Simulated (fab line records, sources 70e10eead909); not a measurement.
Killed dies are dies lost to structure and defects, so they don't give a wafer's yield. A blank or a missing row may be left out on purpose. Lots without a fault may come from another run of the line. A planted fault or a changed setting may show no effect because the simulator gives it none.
Which tool did it? | flow nand_harc | 11 lots, 33 wafers sampled, at 6 steps of a route of 1159

WHAT THE GAUGES READ, wafer by wafer
NHARC_P_M2_CD_MEAS_09: target cd 170 nm.
lot  | measured     | on        | cd_nm (nm)
L222 | day 6 05:44  | cd_sem-01 | 170.7 171.7 170.6
L229 | day 8 00:04  | cd_sem-03 | 175.8 176.4 176.0
L230 | day 8 15:28  | cd_sem-02 | 175.3 174.7 174.6
L235 | day 9 22:04  | cd_sem-02 | 170.2 170.3 169.9
L237 | day 10 10:08 | cd_sem-02 | 169.1 170.1 169.5
L238 | day 10 11:25 | cd_sem-03 | 170.2 170.0 170.1
L240 | day 10 16:39 | cd_sem-01 | 168.5 168.4 168.3
L239 | day 10 20:04 | cd_sem-02 | 169.6 169.5 169.6
L243 | day 11 09:25 | cd_sem-03 | 170.3 170.4 169.7
L244 | day 11 13:24 | cd_sem-03 | 170.0 170.0 170.0
L245 | day 11 17:46 | cd_sem-03 | 170.0 169.0 168.9

NHARC_P_M2_OVL_MEAS_10: pitch 340 nm.
lot  | measured     | on         | overlay_x_nm (nm) | overlay_y_nm (nm)
L222 | day 6 05:50  | overlay-01 | 0.3 0.0 0.4       | 0.1 0.5 0.4
L229 | day 8 00:09  | overlay-01 | -2.4 -1.8 -2.9    | 0.3 0.6 0.2
L230 | day 8 15:32  | overlay-02 | -0.5 -0.6 -1.0    | 1.4 1.7 2.0
L235 | day 9 22:09  | overlay-01 | 0.8 -0.8 0.3      | -2.1 -2.2 -1.6
L237 | day 10 10:14 | overlay-02 | -0.2 -0.1 0.4     | 0.6 1.1 1.1
L238 | day 10 11:31 | overlay-02 | -0.1 -0.5 -0.3    | 0.1 -0.4 0.7
L240 | day 10 16:44 | overlay-01 | -2.2 -2.5 -1.9    | 1.0 1.1 1.4
L239 | day 10 20:10 | overlay-01 | -0.4 -0.6 0.0     | 0.9 1.3 0.2
L243 | day 11 09:30 | overlay-02 | 1.2 1.3 1.4       | 0.1 0.1 -0.3
L244 | day 11 13:29 | overlay-01 | 0.5 0.7 0.5       | 1.1 2.0 2.0
L245 | day 11 17:51 | overlay-02 | 0.9 1.3 0.8       | -2.0 -1.8 -1.4

NHARC_END_SORT_01.
lot  | measured     | on        | defect_limited_yield (%) | killed_at_array | killed_at_other | killed_at_periphery | killed_dies | killed_open | killed_short | sort_bin_2_pct (%) | sort_bin_3_pct (%) | sort_bin_4_pct (%) | sort_n_pass | sort_rim_yield_pct (%) | sort_yield_pct (%)
L240 | day 23 19:26 | prober-02 | 96.5 94.1 93.6           | 19 31 36        | 0 1 0           | 5 8 7               | 24 40 43    | 1 7 1       | 2 4 3        | 0.7 1.6 1.5        | 0.15 0.15 0.30     | 2.7 4.1 4.6        | 653 637 634 | 98.1 93.4 98.1         | 96.5 94.1 93.6
L243 | day 24 15:59 | prober-02 | 94.7 95.6 93.9           | 32 25 38        | 0 1 1           | 4 4 2               | 36 30 41    | 5 2 5       | 2 3 1        | 1.2 1.8 2.5        | 0.74 0.30 0.30     | 3.4 2.4 3.2        | 641 647 636 | 96.2 94.3 93.4         | 94.7 95.6 93.9
L244 | day 24 16:50 | prober-01 | 92.3 92.8 91.0           | 48 45 55        | 0 0 1           | 4 4 5               | 52 49 61    | 4 7 4       | 3 2 7        | 1.8 2.1 3.2        | 0.44 0.59 0.44     | 5.5 4.6 5.3        | 625 628 616 | 87.7 87.7 89.6         | 92.3 92.8 91.0

WHICH TOOL RAN EACH LOT (tool, then ch and the chambers of the sampled wafers, then the start)
lot  | NHARC_P_M1_ETCH_15                            | NHARC_P_M1_PRE_CLEAN_32         | NHARC_P_M2_EXPOSE_06
L222 | rie_diel-05 ch 0,2, day 6 04:25 or earlier    | pecvd-04 ch 0,1, day 6 04:25    | arfi_scanner-03 ch 0, day 6 05:36
L229 | rie_diel-10 ch 1,2,3, day 7 22:44 or earlier  | pecvd-04 ch 1,2, day 7 22:44    | arfi_scanner-01 ch 0, day 7 23:56
L230 | rie_diel-05 ch 0,1, day 8 14:09 or earlier    | pecvd-03 ch 0,2, day 8 14:09    | arfi_scanner-01 ch 0, day 8 15:19
L235 | rie_diel-10 ch 2,3, day 9 20:46 or earlier    | pecvd-02 ch 0,2, day 9 20:46    | arfi_scanner-02 ch 0, day 9 21:56
L237 | rie_diel-10 ch 0,1,2, day 10 08:50 or earlier | pecvd-02 ch 0,1,2, day 10 08:50 | arfi_scanner-03 ch 0, day 10 10:00
L238 | rie_diel-05 ch 1,2,3, day 10 10:04 or earlier | pecvd-02 ch 0,2, day 10 10:04   | arfi_scanner-03 ch 0, day 10 11:16
L240 | rie_diel-10 ch 1,2,3, day 10 15:18 or earlier | pecvd-02 ch 0,1, day 10 15:18   | arfi_scanner-02 ch 0, day 10 16:31
L239 | rie_diel-10 ch 0,1,3, day 10 18:41 or earlier | pecvd-03 ch 0,1, day 10 18:41   | arfi_scanner-02 ch 0, day 10 19:56
L243 | rie_diel-10 ch 1,2,3, day 11 08:07 or earlier | pecvd-03 ch 1,2, day 11 08:07   | arfi_scanner-03 ch 0, day 11 09:16
L244 | rie_diel-05 ch 0,1, day 11 11:56 or earlier   | pecvd-02 ch 0,1, day 11 11:56   | arfi_scanner-03 ch 0, day 11 13:16
L245 | rie_diel-05 ch 1,2,3, day 11 16:34 or earlier | pecvd-03 ch 0,1,2, day 11 16:34 | arfi_scanner-03 ch 0, day 11 17:37
- NHARC_P_M1_ETCH_15: etches the open film in C4F8/Ar, target depth 182.5 nm, time 91.2 s.
- NHARC_P_M1_PRE_CLEAN_32: time 12 s.
- NHARC_P_M2_EXPOSE_06: exposes mask P M2, target cd 170 nm.

WHAT THE TOOLS THEMSELVES READ (means of the sampled wafers that have a number; where no wafer has one, the mark that the record gives instead)
NHARC_P_M1_ETCH_15.
lot  | tool        | bias_w (W) | oes_product_au (a.u.) | rf_fwd_power_W (W) | rf_vpp_V (V)
L222 | rie_diel-05 | 300.6      | 0.942                 | 596.1              | 443.0
L229 | rie_diel-10 | 299.5      | 0.968                 | 595.2              | 437.4
L230 | rie_diel-05 | 300.2      | 0.960                 | 597.4              | 441.3
L235 | rie_diel-10 | 301.1      | 0.922                 | 594.1              | 437.3
L237 | rie_diel-10 | 299.2      | 0.945                 | 595.9              | 439.4
L238 | rie_diel-05 | 300.1      | 0.962                 | 597.2              | 439.8
L240 | rie_diel-10 | 299.4      | 0.965                 | 594.6              | 437.6
L239 | rie_diel-10 | 300.8      | 0.980                 | 595.3              | 438.7
L243 | rie_diel-10 | 299.7      | 0.965                 | 596.6              | 437.2
L244 | rie_diel-05 | 299.3      | 0.956                 | 598.8              | 443.2
L245 | rie_diel-05 | 300.1      | 0.966                 | 594.2              | 438.6

NHARC_P_M1_PRE_CLEAN_32.
lot  | tool     | heater_power_w (W) | rf_fwd_power_W (W)
L222 | pecvd-04 | 542                | 293.1
L229 | pecvd-04 | 630                | 292.4
L230 | pecvd-03 | 641                | 293.2
L235 | pecvd-02 | 705                | 291.0
L237 | pecvd-02 | 646                | 293.9
L238 | pecvd-02 | 671                | 292.8
L240 | pecvd-02 | 652                | 292.0
L239 | pecvd-03 | 717                | 292.6
L243 | pecvd-03 | 685                | 291.8
L244 | pecvd-02 | 620                | 292.7
L245 | pecvd-03 | 624                | 291.2

NHARC_P_M2_EXPOSE_06.
lot  | tool            | exposure_dose_mJ_cm2
L222 | arfi_scanner-03 | 80.68
L229 | arfi_scanner-01 | 89.44
L230 | arfi_scanner-01 | 87.65
L235 | arfi_scanner-02 | 80.69
L237 | arfi_scanner-03 | 80.69
L238 | arfi_scanner-03 | 80.69
L240 | arfi_scanner-02 | 80.77
L239 | arfi_scanner-02 | 80.77
L243 | arfi_scanner-03 | 80.70
L244 | arfi_scanner-03 | 80.70
L245 | arfi_scanner-03 | 80.70

THE ANSWER, worked out from the rows above alone
Rule: what is usual is taken from the lots themselves. Put in order of their means at a reading, lots are off if they are a third of the lots or fewer, leave a main group of 4 or more, and stand apart from it by a gap of 3 or more times the standard deviation of the main group's means; of several such gaps the widest counts. A main group whose means are all the same, to the digits that the tables above print for the reading, isn't used. A lot without any number at a reading at which 4 lots or more have one is off too. The other lots that the step has rows for count as sound. The gauges are gone through in route order, then the tools' own readings, and for those a lot's mean is taken as printed above. The first step at which some lot is off is used, and at that step the reading that is off furthest; a lot without a number counts as furthest.
Off: L229, L230, at NHARC_P_M2_CD_MEAS_09 (cd_nm). The main group: mean 169.8 nm, standard deviation 0.68.
A tool fits if, at a process step before that reading, it ran every lot that is off, and no sound lot after the first of them. The gauges at NHARC_P_M2_CD_MEAS_09 aren't tried: what is off there is off at NHARC_P_M2_EXPOSE_06 too, on other tools, and a gauge's error can't cause that. NHARC_P_M1_ETCH_15 gives no start for some lots, so the hours and the order of its lots are those of NHARC_P_M1_PRE_CLEAN_32. One fits: arfi_scanner-01 at NHARC_P_M2_EXPOSE_06. It ran no sound lot before its first lot that is off in this sample, so the start can't be narrowed down.
The tool's own readings at NHARC_P_M2_EXPOSE_06 bear it out: on the lots that are off they differ by more than 5 times the standard deviation of the sound lots' means. exposure_dose_mJ_cm2 reads 88.55 there against 80.71 on the sound lots.

WHAT THE SIMULATOR HAD PUT IN
Process parameter drift: arfi_scanner-01, from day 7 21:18 on, at NHARC_P_M2_EXPOSE_06. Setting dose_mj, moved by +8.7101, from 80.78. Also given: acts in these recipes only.
Lots struck among those shown: L229, L230. The rule above found the same.
